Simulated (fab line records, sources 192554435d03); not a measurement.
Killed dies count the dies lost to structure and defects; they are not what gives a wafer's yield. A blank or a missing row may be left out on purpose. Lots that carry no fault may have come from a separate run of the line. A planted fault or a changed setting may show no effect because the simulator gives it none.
Split-lot experiment + flow n5Finfet + 7 lots, 21 wafers read, on a route of 1938 steps

THE SPLIT ITSELF
At N5_BEOL_M14_COAT_58 (time 60 s, resist thk 89 nm), the setting spinRpm was moved away from the recipe's 1500 rpm on 8 of the 21 wafers read, by -9.9% to +6.7%. For the rest of the wafers, this setting stayed at what the recipe calls for.

FROM THE SPLIT TO THE READING: what the file shows between them, 3 steps
- N5_BEOL_M14_COAT_04: resist thk 800 nm
- N5_BEOL_M14_EBR_06
- N5_BEOL_M14_DESCUM_15: chemistry O2, time 7.9 s

THE READING
etch.depthNm (the simulator's own value, which no gauge read), in nm, at N5_BEOL_M14_ETCH_59 (etches BARC in N2/H2, target depth 89 nm, overetch 26.7 nm, time 67.9 s). No usual value for it is given in the file. Average 89.16 nm, standard deviation 0.11 nm, over the 13 wafers here run with the recipe.

| wafer  | tool, chamber at the split | spinRpm as run, rpm | against the recipe | etch.depthNm, nm | against lot-mates on the recipe |
|--------|----------------------------|---------------------|--------------------|------------------|---------------------------------|
| L080.2 | lithoTrack-04, 0           | 1500                | recipe             | 89.22            | -                               |
| L080.3 | lithoTrack-04, 0           | 1500                | recipe             | 89.16            | -                               |
| L080.4 | lithoTrack-04, 0           | 1500                | recipe             | 89.23            | -                               |
| L081.1 | lithoTrack-01, 0           | 1600                | +6.7%              | 86.53            | no lot-mate on the recipe       |
| L081.4 | lithoTrack-01, 0           | 1600                | +6.7%              | 86.62            | no lot-mate on the recipe       |
| L081.5 | lithoTrack-01, 0           | 1600                | +6.7%              | 86.49            | no lot-mate on the recipe       |
| L085.1 | lithoTrack-01, 0           | 1500                | recipe             | 89.15            | -                               |
| L085.2 | lithoTrack-01, 0           | 1500                | recipe             | 89.27            | -                               |
| L085.5 | lithoTrack-01, 0           | 1500                | recipe             | 89.03            | -                               |
| L086.2 | lithoTrack-04, 0           | 1500                | recipe             | 89.09            | -                               |
| L086.4 | lithoTrack-04, 0           | 1500                | recipe             | 88.92            | -                               |
| L086.6 | lithoTrack-04, 0           | 1500                | recipe             | 89.12            | -                               |
| L088.3 | lithoTrack-01, 0           | 1500                | recipe             | 89.15            | -                               |
| L088.4 | lithoTrack-01, 0           | 1500                | recipe             | 89.33            | -                               |
| L088.5 | lithoTrack-01, 0           | 1379                | -8.1%              | 92.85            | +3.61                           |
| L089.3 | lithoTrack-01, 0           | 1352                | -9.9%              | 94.21            | +4.92                           |
| L089.4 | lithoTrack-01, 0           | 1352                | -9.9%              | 93.96            | +4.67                           |
| L089.6 | lithoTrack-01, 0           | 1500                | recipe             | 89.29            | -                               |
| L097.1 | lithoTrack-04, 0           | 1437                | -4.2%              | 90.79            | +1.72                           |
| L097.3 | lithoTrack-04, 0           | 1437                | -4.2%              | 90.52            | +1.45                           |
| L097.6 | lithoTrack-04, 0           | 1500                | recipe             | 89.07            | -                               |

THE FIT
A straight line over all 21 wafers: etch.depthNm changes by -0.445 nm for each +1% of spinRpm; r = -0.99; the points scatter about the line by 0.27 nm.
The same after taking each lot's own level away (the mean of its wafers on the recipe; 18 wafers): -0.469 nm for each +1%; r = -0.99; scatter 0.18 nm.
That fit puts the effect of the largest move of spinRpm on the reading at 4.6 nm.
The lots' own levels span 89.043 to 89.290 nm, that is 2.3 times the standard deviation above.
Consequently the slope shifts little with the lot-to-lot level, the two slopes agreeing.
Check: +4.43 nm against its lot-mates is what the line predicts for one of the wafers moved furthest among these (-9.9%) when that wafer is left out of the fit. Against them it came out at +4.92 nm.

FURTHER SPLITS ON THESE WAFERS
Other splits were also applied to these wafers ahead of the reading. Each is held against what the fit with the lots' levels taken away leaves over:
| other split on the same wafers  | wafers away from the commonest value | r with etch.depthNm (lot level and that fit taken away) |
|---------------------------------|--------------------------------------|---------------------------------------------------------|
| N5_BEOL_M11_ILD_DEP_00 timeS    | 10                                   | +0.20                                                   |
| N5_BEOL_M11_COAT_64 spinRpm     | 7                                    | +0.31                                                   |
| N5_BEOL_M11_COAT_22 spinRpm     | 7                                    | +0.48                                                   |
| N5_BEOL_M13_ILD_DEP_00 timeS    | 6                                    | +0.36                                                   |
| N5_BEOL_M13_CMP_49 downForcePsi | 7                                    | +0.06                                                   |

THE WHOLE CHAIN: every reading that the file lists as answering this split, in the file's order
| step                | what it does                                                            | reading                                                                         | change (the file's fit)               | r (the file's) |
|---------------------|-------------------------------------------------------------------------|---------------------------------------------------------------------------------|---------------------------------------|----------------|
| N5_BEOL_M14_COAT_58 | time 60 s, resist thk 89 nm                                             | BARC_of_BEOL_M14_COAT_58.thkNm (the simulator's own value, which no gauge read) | -0.465 nm for each +1% of the setting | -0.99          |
| N5_BEOL_M14_ETCH_59 | etches BARC in N2/H2, target depth 89 nm, overetch 26.7 nm, time 67.9 s | etch.depthNm (the simulator's own value, which no gauge read)                   | -0.462 nm for each +1% of the setting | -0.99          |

FILE'S OWN FIT
etch.depthNm changes by -0.462 nm for each +1% of spinRpm, r = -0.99.
